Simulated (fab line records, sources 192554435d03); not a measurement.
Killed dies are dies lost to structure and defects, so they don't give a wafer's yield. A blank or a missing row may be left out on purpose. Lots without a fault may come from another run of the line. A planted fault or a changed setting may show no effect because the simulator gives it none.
Which tool did it? | flow n5_finfet | 8 lots, 24 wafers sampled, at 7 steps of a route of 1938

WHAT THE GAUGES READ, wafer by wafer
N5_BEOL_M4_RC_MEAS_101. Usual: DIBL_N 35.4 mV/V, standard deviation 2.1; DIBL_P 34.8 mV/V, standard deviation 2.6; IOFF_N 0.15 nA/um, standard deviation 0.037; IOFF_P 0.19 nA/um, standard deviation 0.037; ION_N 677 uA/um, standard deviation 16; ION_P 462 uA/um, standard deviation 9.3; SS_N 71.4 mV/dec, standard deviation 0.75; SS_P 72.9 mV/dec, standard deviation 0.77; VT_N 250 mV, standard deviation 3.7; VT_P -251 mV, standard deviation 3.5.
lot  | measured     | on        | DIBL_N (mV/V)  | DIBL_P (mV/V)  | IOFF_N (nA/um) | IOFF_P (nA/um) | ION_N (uA/um) | ION_P (uA/um) | SS_N (mV/dec)  | SS_P (mV/dec)  | VT_N (mV)   | VT_P (mV)      | flag
L782 | day 9 05:58  | prober-01 | 35.3 36.9 31.4 | 35.4 36.0 29.3 | 0.15 0.16 0.09 | 0.19 0.18 0.12 | 690 677 657   | 464 453 449   | 71.8 71.4 70.0 | 73.3 72.7 71.3 | 245 250 256 | -253 -255 -259 |
L784 | day 9 08:56  | prober-02 | 39.0 32.9 37.2 | 37.7 31.1 35.9 | 0.24 0.12 0.20 | 0.23 0.15 0.21 | 679 672 688   | 456 463 465   | 72.0 70.8 72.7 | 74.2 72.4 73.9 | 245 255 245 | -248 -252 -248 |
L793 | day 11 12:50 | prober-01 | 35.2 35.3 33.4 | 34.9 34.9 32.1 | 0.15 0.14 0.12 | 0.21 0.21 0.17 | 683 679 674   | 467 469 462   | 71.2 71.3 71.4 | 73.5 73.1 72.2 | 248 249 254 | -248 -249 -250 |
L796 | day 12 14:50 | prober-01 | 37.6 35.6 38.4 | 37.1 36.4 37.6 | 0.17 0.13 0.22 | 0.22 0.20 0.24 | 678 662 669   | 467 464 460   | 71.9 71.2 72.4 | 73.8 72.4 73.7 | 248 254 249 | -246 -250 -248 |
L798 | day 12 19:44 | prober-01 | 33.2 36.7 34.9 | 32.4 37.0 35.9 | 0.11 0.16 0.14 | 0.15 0.20 0.20 | 670 692 669   | 451 469 463   | 70.2 71.6 70.1 | 72.3 73.0 73.3 | 255 251 251 | -254 -251 -251 |
L801 | day 13 15:49 | prober-01 | 40.6 38.2 36.6 | 40.7 37.9 36.7 | 0.28 0.23 0.18 | 0.31 0.25 0.22 | 709 708 702   | 480 479 478   | 73.2 72.2 72.0 | 74.6 73.6 73.9 | 241 244 246 | -246 -245 -247 |
L803 | day 14 14:02 | prober-02 | 38.0 36.1 36.0 | 40.0 37.1 36.9 | 0.22 0.18 0.17 | 0.26 0.23 0.21 | 710 701 689   | 477 476 467   | 72.6 71.7 71.4 | 73.7 73.3 73.6 | 242 247 246 | -247 -250 -250 |
L802 | day 14 15:19 | prober-01 | 35.5 32.7 35.4 | 35.0 31.9 36.6 | 0.15 0.11 0.16 | 0.23 0.18 0.25 | 676 672 688   | 468 472 474   | 71.7 70.3 71.5 | 73.1 71.7 72.9 | 254 254 249 | -243 -247 -244 |

N5_BEOL_M7_CD_MEAS_11: target cd 38.5 nm. Usual: cd_nm 38.2 nm, standard deviation 0.75.
lot  | measured     | on        | cd_nm (nm)     | flag
L782 | day 10 07:00 | cd_sem-02 | 38.3 39.7 39.0 |
L784 | day 10 12:25 | cd_sem-03 | 38.3 37.6 38.5 |
L793 | day 12 16:49 | cd_sem-03 | 36.9 37.3 37.9 |
L796 | day 13 14:10 | cd_sem-03 | 38.1 38.0 38.0 |
L798 | day 13 23:49 | cd_sem-02 | 38.0 38.1 36.6 |
L801 | day 14 19:29 | cd_sem-03 | 39.7 39.6 39.4 |
L803 | day 15 12:34 | cd_sem-01 | 38.2 38.3 36.9 |
L802 | day 15 18:43 | cd_sem-01 | 38.2 38.5 37.7 |

N5_BEOL_M7_OCD_MEAS_38. Usual: trench_depth_nm 93.0 nm, standard deviation 1.5.
lot  | measured     | on     | trench_depth_nm (nm) | flag
L782 | day 10 08:35 | ocd-02 | - - -                | OFF
L784 | day 10 14:34 | ocd-02 | - - -                | OFF
L793 | day 12 18:50 | ocd-01 | 90.3 94.5 95.0       |
L796 | day 13 20:19 | ocd-02 | 93.4 92.2 93.5       |
L798 | day 14 03:13 | ocd-01 | 94.6 95.4 94.8       |
L801 | day 15 00:04 | ocd-01 | 93.7 93.8 94.3       |
L803 | day 15 17:59 | ocd-01 | 92.6 94.0 93.6       |
L802 | day 15 22:16 | ocd-01 | 95.3 95.4 93.8       |

WHICH TOOL RAN EACH LOT (tool, then ch and the chambers of the sampled wafers, then the start)
lot  | N5_BEOL_M6_SURFACE_TREAT_79  | N5_BEOL_M7_ETCH_61                 | N5_BEOL_M7_STRIP_67                | N5_BEOL_M7_VIA_ETCH_34
L782 | pvd_sputter-02, day 10 02:23 | rie_diel-04 ch 0,1,3, day 10 07:15 | rie_diel-04 ch 0,1,3, day 10 07:27 | rie_diel-02 ch 1,2, day 10 08:20
L784 | pvd_sputter-02, day 10 07:58 | rie_diel-02 ch 0,2,3, day 10 12:55 | rie_diel-02 ch 0,2,3, day 10 13:07 | rie_diel-06 ch 0,3, day 10 14:12
L793 | pvd_sputter-01, day 12 12:11 | rie_diel-02 ch 0,2, day 12 16:56   | rie_diel-02 ch 0,2, day 12 17:09   | rie_diel-06 ch 1,2, day 12 18:35
L796 | pvd_sputter-03, day 13 09:19 | rie_diel-06 ch 1,2,3, day 13 14:38 | rie_diel-06 ch 1,2,3, day 13 14:50 | rie_diel-04 ch 0,1,3, day 13 20:04
L798 | pvd_sputter-03, day 13 20:49 | rie_diel-04 ch 0,1,2, day 14 00:07 | rie_diel-04 ch 0,1,2, day 14 00:19 | rie_diel-02 ch 0,1, day 14 02:58
L801 | pvd_sputter-01, day 14 14:28 | rie_diel-04 ch 1,2,3, day 14 19:37 | rie_diel-04 ch 1,2,3, day 14 19:49 | rie_diel-02 ch 0,2,3, day 14 23:49
L803 | pvd_sputter-02, day 15 08:24 | rie_diel-04 ch 1,2, day 15 12:41   | rie_diel-04 ch 1,2, day 15 12:53   | rie_diel-04 ch 0,1,2, day 15 17:45
L802 | pvd_sputter-03, day 15 12:44 | rie_diel-04 ch 0,1,2, day 15 18:53 | rie_diel-04 ch 0,1,2, day 15 19:06 | rie_diel-02 ch 0,1,3, day 15 22:02
- N5_BEOL_M6_SURFACE_TREAT_79
- N5_BEOL_M7_ETCH_61: etches SiARC in CF4, target depth 45.5 nm, time 75.8 s.
- N5_BEOL_M7_STRIP_67: strips in CF4.
- N5_BEOL_M7_VIA_ETCH_34: etches SiCOH lowk in C4F6/O2, target depth 125.5 nm, time 50.5 s.

WHAT THE TOOLS THEMSELVES READ (means of the sampled wafers that have a number; where no wafer has one, the mark that the record gives instead)
N5_BEOL_M7_ETCH_61. Usual: drypump_motor_current_A 5.5 A, standard deviation 0.49; etch_rf_on_time_s 76.2 s, standard deviation 1.9; oes_product_au 0.68 a.u., standard deviation 0.071; rf_fwd_power_W 538.7 W, standard deviation 2; rf_vpp_V 183.9 V, standard deviation 1.2; showerhead_plenum_p_Torr 2.14 Torr, standard deviation 0.064; throttle_valve_pct 15.68 %, standard deviation 0.29.
lot  | tool        | drypump_motor_current_A (A) | etch_rf_on_time_s (s) | oes_product_au (a.u.) | rf_fwd_power_W (W) | rf_vpp_V (V) | showerhead_plenum_p_Torr (Torr) | throttle_valve_pct (%) | flag
L782 | rie_diel-04 | 5.8                         | 77.9                  | 0.68                  | 539.7              | 184.4        | 2.15                            | 15.55                  |
L784 | rie_diel-02 | 5.6                         | 76.1                  | 0.61                  | 539.8              | 183.7        | 2.11                            | 15.90                  |
L793 | rie_diel-02 | 5.9                         | 74.5                  | 0.70                  | 540.8              | 183.4        | 2.12                            | 15.75                  |
L796 | rie_diel-06 | 5.1                         | 77.3                  | 0.70                  | 537.3              | 183.9        | 2.17                            | 15.60                  |
L798 | rie_diel-04 | 6.1                         | 75.8                  | 0.74                  | 537.3              | 184.1        | 2.14                            | 15.55                  |
L801 | rie_diel-04 | 6.0                         | 77.4                  | 0.66                  | 539.0              | 184.0        | 2.18                            | 15.55                  |
L803 | rie_diel-04 | 6.4                         | 76.9                  | 0.68                  | 537.1              | 184.4        | 2.15                            | 15.49                  |
L802 | rie_diel-04 | 6.1                         | 75.7                  | 0.71                  | 538.2              | 184.6        | 2.14                            | 15.59                  |

N5_BEOL_M7_STRIP_67. Usual: bias_power_w 75.02 W, standard deviation 0.22; cf4_flow_sccm 150.0 sccm, standard deviation 0.42; drypump_motor_current_A 5.5 A, standard deviation 0.5; oes_product_au 0.80 a.u., standard deviation 0.085; rf_vpp_V 271.0 V, standard deviation 1.6; showerhead_plenum_p_Torr 1.79 Torr, standard deviation 0.049; throttle_valve_pct 13.64 %, standard deviation 0.29.
lot  | tool        | bias_power_w (W) | cf4_flow_sccm (sccm) | drypump_motor_current_A (A) | oes_product_au (a.u.) | rf_vpp_V (V) | showerhead_plenum_p_Torr (Torr) | throttle_valve_pct (%) | flag
L782 | rie_diel-04 | -                | -                    | -                           | -                     | -            | -                               | -                      | OFF
L784 | rie_diel-02 | -                | -                    | -                           | -                     | -            | -                               | -                      | OFF
L793 | rie_diel-02 | 75.08            | 149.5                | 5.9                         | 0.81                  | 269.8        | 1.78                            | 13.72                  |
L796 | rie_diel-06 | 75.00            | 149.8                | 5.1                         | 0.83                  | 271.1        | 1.81                            | 13.53                  |
L798 | rie_diel-04 | 75.09            | 149.9                | 6.1                         | 0.86                  | 271.8        | 1.80                            | 13.52                  |
L801 | rie_diel-04 | 74.96            | 150.1                | 6.0                         | 0.79                  | 271.9        | 1.82                            | 13.54                  |
L803 | rie_diel-04 | 74.92            | 150.1                | 6.4                         | 0.80                  | 271.5        | 1.81                            | 13.51                  |
L802 | rie_diel-04 | 75.09            | 149.8                | 6.1                         | 0.83                  | 271.7        | 1.80                            | 13.56                  |

N5_BEOL_M7_VIA_ETCH_34. Usual: drypump_motor_current_A 5.6 A, standard deviation 0.47; oes_ar_750_au 0.79 a.u., standard deviation 0.077; oes_product_au 0.80 a.u., standard deviation 0.083; rf_fwd_power_W 341.1 W, standard deviation 1.5; rf_vpp_V 666 V, standard deviation 20; showerhead_plenum_p_Torr 2.81 Torr, standard deviation 0.078; throttle_valve_pct 20.9 %, standard deviation 0.37.
lot  | tool        | drypump_motor_current_A (A) | oes_ar_750_au (a.u.) | oes_product_au (a.u.) | rf_fwd_power_W (W) | rf_vpp_V (V) | showerhead_plenum_p_Torr (Torr) | throttle_valve_pct (%) | flag
L782 | rie_diel-02 | 5.9                         | 0.77                 | 0.28                  | 342.7              | 651          | 2.77                            | 20.4                   | OFF
L784 | rie_diel-06 | 5.3                         | 0.77                 | 0.29                  | 342.3              | 656          | 2.74                            | 21.1                   | OFF
L793 | rie_diel-06 | 5.0                         | 0.88                 | 0.91                  | 339.0              | 683          | 2.99                            | 20.7                   |
L796 | rie_diel-04 | 5.8                         | 0.77                 | 0.77                  | 341.2              | 678          | 2.85                            | 20.8                   |
L798 | rie_diel-02 | 5.9                         | 0.75                 | 0.75                  | 340.7              | 646          | 2.79                            | 21.1                   |
L801 | rie_diel-02 | 5.6                         | 0.78                 | 0.79                  | 342.1              | 668          | 2.78                            | 21.1                   |
L803 | rie_diel-04 | 6.1                         | 0.83                 | 0.83                  | 339.7              | 674          | 2.83                            | 20.8                   |
L802 | rie_diel-02 | 5.7                         | 0.74                 | 0.75                  | 343.0              | 655          | 2.77                            | 21.2                   |

THE ANSWER, worked out from the rows above alone
Rule: a lot is off if the mean of its wafers that have a number lies more than 3 standard deviations from the usual mean. A lot without any number at a reading at which 4 lots or more have one is off too. The other lots that the step has rows for count as sound. The gauges are gone through in route order, then the tools' own readings, and for those a lot's mean is taken as printed above. The first step at which some lot is off is used, and at that step the reading that is off furthest; a lot without a number counts as furthest.
Off: L782, L784, at N5_BEOL_M7_OCD_MEAS_38 (trench_depth_nm). Without a number there: L782, L784.
A tool fits if, at a process step before that reading, it ran every lot that is off, and no sound lot after the first of them. The gauges at N5_BEOL_M7_OCD_MEAS_38 aren't tried: what is off there is off at N5_BEOL_M7_STRIP_67 too, on other tools, and a gauge's error can't cause that. None of those tried fits.

WHAT THE SIMULATOR HAD PUT IN
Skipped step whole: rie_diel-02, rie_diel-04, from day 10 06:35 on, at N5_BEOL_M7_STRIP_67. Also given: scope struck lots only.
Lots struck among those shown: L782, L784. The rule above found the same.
